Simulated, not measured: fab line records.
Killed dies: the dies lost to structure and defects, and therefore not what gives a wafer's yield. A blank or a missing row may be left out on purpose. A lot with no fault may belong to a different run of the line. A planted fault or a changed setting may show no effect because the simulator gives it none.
Which of the tools did it?	flow n5_finfet	Sampling: 18 lots, 54 wafers, 6 of 1938 route steps

== WHAT THE GAUGES SHOWED, per wafer ==
No reading from a measuring or inspecting step in the record can be judged against a usual standard deviation.

== TOOL THAT RAN EACH LOT (tool first, then ch and the chambers of the sampled wafers, then the start) ==
lot	N5_FIN_SAQP_DESCUM_21	N5_FIN_SAQP_MANDREL_ETCH_58	N5_FIN_CUT_ETCH_21	N5_FIN_CUT_STRIP_22	N5_STI_FIN_REVEAL_CMP_04	N5_STI_FIN_REVEAL_STRIP_24
L074	rie_diel-04 ch 1,3, day 1 22:19	rie_si-01 ch 0,3, day 2 00:44	rie_diel-06 ch 0,1,2, day 2 03:46	rie_diel-03 ch 0,1,2, day 2 04:47	cmp-03 ch 1,2,3, day 2 10:23	rie_diel-01 ch 0,1,2, day 2 11:10
L075	rie_diel-04 ch 0,2, day 2 03:29	rie_si-02 ch 1,3, day 2 05:43	rie_diel-03 ch 0,3, day 2 08:18	rie_diel-06 ch 0,2, day 2 08:58	cmp-01 ch 0,2, day 2 14:17	rie_diel-01 ch 0,1,2, day 2 14:51
L076	rie_diel-04 ch 1,2,3, day 2 10:04	rie_si-04 ch 0,1,2, day 2 12:16	rie_diel-05 ch 1,2,3, day 2 14:43	rie_diel-05 ch 0,1,2, day 2 15:23	cmp-03 ch 0,1,2, day 2 20:40	rie_diel-02 ch 0,1,2, day 2 21:16
L077	rie_diel-04 ch 0,2, day 2 15:58	rie_si-01 ch 0,1,3, day 2 18:56	rie_diel-05 ch 0,1,2, day 2 21:31	rie_diel-03 ch 0,3, day 2 22:13	cmp-01 ch 0,2,3, day 3 04:11	rie_diel-01 ch 1,2,3, day 3 04:42
L079	rie_diel-04 ch 0,1,2, day 3 04:44	rie_si-01 ch 0,1,3, day 3 07:01	rie_diel-03 ch 1,2,3, day 3 09:29	rie_diel-05 ch 1,2,3, day 3 10:17	cmp-01 ch 1,2,3, day 3 15:37	rie_diel-02 ch 0,1,2, day 3 16:17
L082	rie_diel-01 ch 0,1,3, day 3 22:22	rie_si-04 ch 1,2,3, day 4 00:50	rie_diel-06 ch 1,2,3, day 4 04:59	rie_diel-03 ch 0,2,3, day 4 05:58	cmp-02 ch 1,2,3, day 4 12:49	rie_diel-01 ch 0,1,3, day 4 13:23
L083	rie_diel-04 ch 0,1, day 4 04:41	rie_si-01 ch 1,2, day 4 06:54	rie_diel-06 ch 0,1,3, day 4 09:35	rie_diel-05 ch 0,1,2, day 4 10:14	cmp-03 ch 0,2, day 4 15:38	rie_diel-01 ch 0,3, day 4 16:14
L084	rie_diel-02 ch 1,2,3, day 4 10:29	rie_si-01 ch 0,1,3, day 4 12:41	rie_diel-03 ch 0,2,3, day 4 15:17	rie_diel-06 ch 0,1,2, day 4 15:56	cmp-02 ch 1,2, day 4 22:05	rie_diel-01 ch 0,1, day 4 22:41
L085	rie_diel-02 ch 0,1,3, day 4 16:44	rie_si-01 ch 0,2, day 4 19:08	rie_diel-06 ch 2,3, day 4 22:05	rie_diel-03 ch 0,1,2, day 4 22:45	cmp-02 ch 0,1,3, day 5 05:11	rie_diel-04 ch 0,2, day 5 05:56
L086	rie_diel-04 ch 1,3, day 4 22:25	rie_si-01 ch 0,2, day 5 01:43	rie_diel-05 ch 1,2,3, day 5 05:21	rie_diel-03 ch 0,1,3, day 5 06:04	cmp-03 ch 1,2,3, day 5 12:03	rie_diel-04 ch 0,2, day 5 12:41
L087	rie_diel-02 ch 1,3, day 5 05:23	rie_si-02 ch 0,1,2, day 5 08:27	rie_diel-06 ch 0,1,3, day 5 11:25	rie_diel-06 ch 0,1,3, day 5 12:05	cmp-02 ch 0,1,2, day 5 18:07	rie_diel-04 ch 0,2, day 5 18:44
L090	rie_diel-01 ch 1,2,3, day 5 22:50	rie_si-02 ch 0,1, day 6 01:02	rie_diel-03 ch 0,1, day 6 03:45	rie_diel-06 ch 1,2,3, day 6 04:32	cmp-02 ch 1,2,3, day 6 09:57	rie_diel-02 ch 0,1, day 6 10:30
L092	rie_diel-01 ch 0,3, day 6 11:36	rie_si-01 ch 0,2,3, day 6 13:49	rie_diel-06 ch 1,2,3, day 6 16:17	rie_diel-05 ch 1,2, day 6 16:56	cmp-01 ch 1,2,3, day 6 22:18	rie_diel-02 ch 1,2,3, day 6 22:54
L093	rie_diel-04 ch 1,2,3, day 6 17:28	rie_si-01 ch 1,2, day 6 19:45	rie_diel-05 ch 1,2, day 6 22:35	rie_diel-03 ch 0,3, day 6 23:14	cmp-02 ch 2,3, day 7 04:38	rie_diel-04 ch 1,3, day 7 05:10
L094	rie_diel-01 ch 0,2,3, day 6 21:57	rie_si-02 ch 0,1,3, day 7 00:08	rie_diel-03 ch 0,2,3, day 7 02:55	rie_diel-03 ch 2,3, day 7 03:35	cmp-01 ch 0,1,2, day 7 08:52	rie_diel-04 ch 0,1,3, day 7 09:26
L095	rie_diel-02 ch 1,2, day 7 05:05	rie_si-01 ch 0,1,2, day 7 07:44	rie_diel-06 ch 0,2,3, day 7 11:07	rie_diel-05 ch 1,2, day 7 11:46	cmp-01 ch 1,2,3, day 7 17:11	rie_diel-01 ch 0,1,2, day 7 17:43
L096	rie_diel-02 ch 1,2, day 7 10:41	rie_si-02 ch 0,3, day 7 12:59	rie_diel-06 ch 1,3, day 7 15:34	rie_diel-05 ch 0,1,3, day 7 16:22	cmp-02 ch 0,1,2, day 7 21:44	rie_diel-01 ch 0,1, day 7 22:14
L097	rie_diel-02 ch 0,1,3, day 7 15:49	rie_si-02 ch 0,1,3, day 7 18:11	rie_diel-06 ch 0,1, day 7 21:02	rie_diel-05 ch 1,2, day 7 21:42	cmp-01 ch 1,2, day 8 02:59	rie_diel-02 ch 2,3, day 8 03:33
- N5_FIN_SAQP_DESCUM_21: chemistry O2, time 7.9 s.
- N5_FIN_SAQP_MANDREL_ETCH_58: etches a-Si in HBr/Cl2, stops on SiNx, target depth 45 nm, bt time 10 s, time 27 s.
- N5_FIN_CUT_ETCH_21: etches SOC in N2/H2, target depth 219 nm, overetch 43.8 nm, time 523.5 s.
- N5_FIN_CUT_STRIP_22: strips in N2/H2.
- N5_STI_FIN_REVEAL_CMP_04: polishes, stops on Si3N4, t overpolish 4 s, target thk 131.83 nm.
- N5_STI_FIN_REVEAL_STRIP_24: strips in N2/H2, time 90 s.

== AS READ BY THE TOOLS THEMSELVES (means over the sampled wafers that have a number; for cases with no such wafer, the mark the record gives instead) ==
N5_FIN_SAQP_DESCUM_21.
lot	tool	chamber_pressure_mTorr (mTorr)	drypump_motor_current_A (A)	oes_product_au (a.u.)	rf_vpp_V (V)	showerhead_plenum_p_Torr (Torr)	throttle_valve_pct (%)
L074	rie_diel-04	20.001	5.3	0.71	242.0	2.05	20.7
L075	rie_diel-04	20.002	5.6	0.79	243.6	2.10	20.4
L076	rie_diel-04	19.994	5.3	0.78	242.7	2.10	20.5
L077	rie_diel-04	19.995	5.2	0.86	243.7	2.12	20.3
L079	rie_diel-04	19.986	5.3	0.78	242.3	2.07	20.5
L082	rie_diel-01	19.997	5.3	0.76	243.5	2.15	20.0
L083	rie_diel-04	20.012	5.6	0.69	242.4	2.04	20.6
L084	rie_diel-02	19.977	5.9	0.75	242.8	2.06	20.2
L085	rie_diel-02	20.012	5.9	0.76	242.6	2.05	20.4
L086	rie_diel-04	20.007	5.5	0.70	243.4	2.10	20.6
L087	rie_diel-02	19.997	5.9	0.78	242.5	2.07	20.3
L090	rie_diel-01	20.003	5.3	0.83	243.8	2.13	20.1
L092	rie_diel-01	20.016	5.1	0.77	244.1	2.11	19.9
L093	rie_diel-04	20.002	5.3	0.84	243.9	2.18	20.3
L094	rie_diel-01	19.990	5.4	0.83	243.8	2.13	20.1
L095	rie_diel-02	20.018	5.6	0.84	242.3	2.05	19.9
L096	rie_diel-02	19.997	5.7	0.84	243.1	2.04	20.0
L097	rie_diel-02	20.001	5.9	0.83	242.9	2.04	20.2

N5_FIN_SAQP_MANDREL_ETCH_58.
lot	tool	HBr_flow_sccm (sccm)	chamber_pressure_mTorr (mTorr)	drypump_motor_current_A (A)	oes_product_au (a.u.)	throttle_valve_pct (%)
L074	rie_si-01	149.7	10.004	5.8	0.684	35.5
L075	rie_si-02	149.7	10.000	5.5	0.695	35.6
L076	rie_si-04	150.2	10.008	5.3	0.700	35.4
L077	rie_si-01	149.7	10.003	5.8	0.700	35.5
L079	rie_si-01	150.1	9.995	5.8	0.683	35.5
L082	rie_si-04	150.0	10.007	5.3	0.711	35.3
L083	rie_si-01	150.2	9.998	6.0	0.698	35.1
L084	rie_si-01	150.0	9.997	5.7	0.690	35.5
L085	rie_si-01	150.0	10.002	5.9	0.707	34.7
L086	rie_si-01	150.1	9.999	5.9	0.710	34.7
L087	rie_si-02	149.7	9.997	5.3	0.696	35.6
L090	rie_si-02	150.2	10.003	5.5	0.709	35.5
L092	rie_si-01	150.2	9.997	5.9	0.699	35.1
L093	rie_si-01	149.7	9.995	6.0	0.700	35.4
L094	rie_si-02	150.2	10.005	5.5	0.704	35.7
L095	rie_si-01	150.0	10.006	5.8	0.701	35.1
L096	rie_si-02	150.8	9.992	5.5	0.709	35.8
L097	rie_si-02	149.8	10.009	5.5	0.701	35.7

N5_FIN_CUT_ETCH_21.
lot	tool	chamber_pressure_mTorr (mTorr)	drypump_motor_current_A (A)	oes_product_au (a.u.)	rf_vpp_V (V)	showerhead_plenum_p_Torr (Torr)	throttle_valve_pct (%)
L074	rie_diel-06	30.007	6.1	0.70	240.4	2.58	17.67
L075	rie_diel-03	29.963	5.9	0.68	241.8	2.67	18.10
L076	rie_diel-05	29.984	5.9	0.68	241.6	2.62	17.96
L077	rie_diel-05	30.017	5.6	0.71	242.3	2.66	17.78
L079	rie_diel-03	29.995	6.0	0.68	240.9	2.63	18.20
L082	rie_diel-06	29.997	5.9	0.70	240.3	2.50	17.69
L083	rie_diel-06	30.023	5.5	0.67	241.3	2.56	17.64
L084	rie_diel-03	29.985	5.8	0.70	241.8	2.64	18.16
L085	rie_diel-06	30.001	5.7	0.71	238.9	2.43	17.74
L086	rie_diel-05	29.994	5.8	0.67	241.5	2.62	17.99
L087	rie_diel-06	29.998	5.5	0.67	240.8	2.56	17.64
L090	rie_diel-03	30.019	6.2	0.64	241.9	2.65	18.11
L092	rie_diel-06	30.016	5.9	0.68	240.2	2.50	17.71
L093	rie_diel-05	29.991	5.5	0.67	241.5	2.66	18.05
L094	rie_diel-03	30.005	5.8	0.68	240.9	2.63	18.19
L095	rie_diel-06	29.983	5.9	0.68	240.5	2.50	17.78
L096	rie_diel-06	29.987	5.5	0.65	240.0	2.55	17.64
L097	rie_diel-06	30.024	5.7	0.65	241.0	2.62	17.63

N5_FIN_CUT_STRIP_22.
lot	tool	chamber_pressure_mTorr (mTorr)	drypump_motor_current_A (A)	oes_product_au (a.u.)	rf_vpp_V (V)	showerhead_plenum_p_Torr (Torr)	throttle_valve_pct (%)
L074	rie_diel-03	50.02	6.0	0.77	55.7	3.48	19.3
L075	rie_diel-06	50.02	6.4	0.79	56.2	3.34	19.1
L076	rie_diel-05	49.95	5.6	0.76	55.2	3.51	19.1
L077	rie_diel-03	49.96	5.9	0.73	55.4	3.52	19.6
L079	rie_diel-05	49.81	5.9	0.72	52.6	3.46	19.4
L082	rie_diel-03	50.01	5.8	0.74	53.7	3.48	19.6
L083	rie_diel-05	49.99	5.6	0.76	53.4	3.50	19.1
L084	rie_diel-06	49.91	6.1	0.75	56.1	3.40	18.9
L085	rie_diel-03	50.00	6.0	0.74	55.4	3.47	19.3
L086	rie_diel-03	50.09	6.1	0.71	53.5	3.50	19.7
L087	rie_diel-06	50.08	5.5	0.72	56.6	3.38	18.7
L090	rie_diel-06	49.90	5.9	0.76	54.6	3.30	18.8
L092	rie_diel-05	49.92	5.9	0.74	52.5	3.50	19.5
L093	rie_diel-03	50.06	5.9	0.71	54.6	3.50	19.9
L094	rie_diel-03	49.98	5.7	0.75	55.6	3.44	19.6
L095	rie_diel-05	50.19	5.5	0.72	52.0	3.50	19.4
L096	rie_diel-05	49.84	5.5	0.70	53.0	3.44	19.1
L097	rie_diel-05	49.90	6.0	0.72	54.2	3.49	19.5

N5_STI_FIN_REVEAL_CMP_04.
lot	tool	motor_current_A (A)	overpolish_run_s (s)	pad_life_wafers	time_to_endpoint_s (s)
L074	cmp-03	7.8	4.005	2120	104
L075	cmp-01	9.1	4.000	644	104
L076	cmp-03	8.4	4.003	25	96
L077	cmp-01	9.6	4.002	758	104
L079	cmp-01	9.7	3.997	842	108
L082	cmp-02	7.5	3.996	685	102
L083	cmp-03	7.8	4.001	374	98
L084	cmp-02	7.9	4.005	774	104
L085	cmp-02	8.6	4.002	824	102
L086	cmp-03	7.9	4.000	536	105
L087	cmp-02	7.7	4.003	866	104
L090	cmp-02	8.0	3.998	951	107
L092	cmp-01	9.3	4.007	1454	109
L093	cmp-02	6.9	4.004	1100	108
L094	cmp-01	9.1	4.009	1544	107
L095	cmp-01	9.3	4.000	1617	105
L096	cmp-02	8.0	3.995	1238	107
L097	cmp-01	9.6	4.002	1706	109

N5_STI_FIN_REVEAL_STRIP_24.
lot	tool	chamber_pressure_mTorr (mTorr)	drypump_motor_current_A (A)	oes_product_au (a.u.)	rf_vpp_V (V)	showerhead_plenum_p_Torr (Torr)	throttle_valve_pct (%)
L074	rie_diel-01	99.94	5.6	0.73	45.4	3.48	12.22
L075	rie_diel-01	99.91	5.6	0.73	44.9	3.48	12.22
L076	rie_diel-02	100.02	5.9	0.74	45.2	3.32	12.22
L077	rie_diel-01	100.06	5.3	0.74	44.8	3.45	12.15
L079	rie_diel-02	100.06	5.9	0.74	44.8	3.31	12.25
L082	rie_diel-01	99.93	5.3	0.75	44.9	3.47	12.03
L083	rie_diel-01	100.02	5.4	0.78	46.3	3.49	11.99
L084	rie_diel-01	99.95	5.6	0.73	45.3	3.50	12.14
L085	rie_diel-04	100.09	5.6	0.76	45.1	3.36	12.26
L086	rie_diel-04	100.07	5.6	0.76	44.9	3.35	12.27
L087	rie_diel-04	99.99	5.3	0.83	46.5	3.41	12.11
L090	rie_diel-02	100.02	5.9	0.93	45.2	3.30	12.02
L092	rie_diel-02	99.94	5.9	0.81	46.1	3.31	11.97
L093	rie_diel-04	100.03	5.3	0.85	45.3	3.57	12.13
L094	rie_diel-04	100.02	5.5	0.76	45.0	3.46	12.31
L095	rie_diel-01	100.07	5.6	0.88	45.0	3.46	11.90
L096	rie_diel-01	99.96	5.6	0.81	45.0	3.48	11.99
L097	rie_diel-02	99.96	6.2	0.83	44.4	3.32	11.91

== THE ANSWER, worked out from the rows above alone ==
Rule: the usual values come from the lots themselves. The widest of any qualifying gaps counts: lots, ordered by their means at a reading, are off when they make up no more than a third of the lots, leave a main group of 4 or more, and stand apart from it by 3 or more times the standard deviation of that group's means. A main group is skipped when, at the precision printed for the reading in the tables above, its means are all equal. Also off: a lot with no number at a reading for which 4 or more lots have one. The other lots that the step has rows for count as sound. Order of review: gauges by route order, followed by the tools' own readings, for which a lot's mean as printed above is used. The first step at which some lot is off is used, and at that step the reading that is off furthest; a lot without a number counts as furthest.
Across all readings shown, no lot is off: no conclusion can be drawn from this.

== WHAT WAS PUT IN BY THE SIMULATOR ==
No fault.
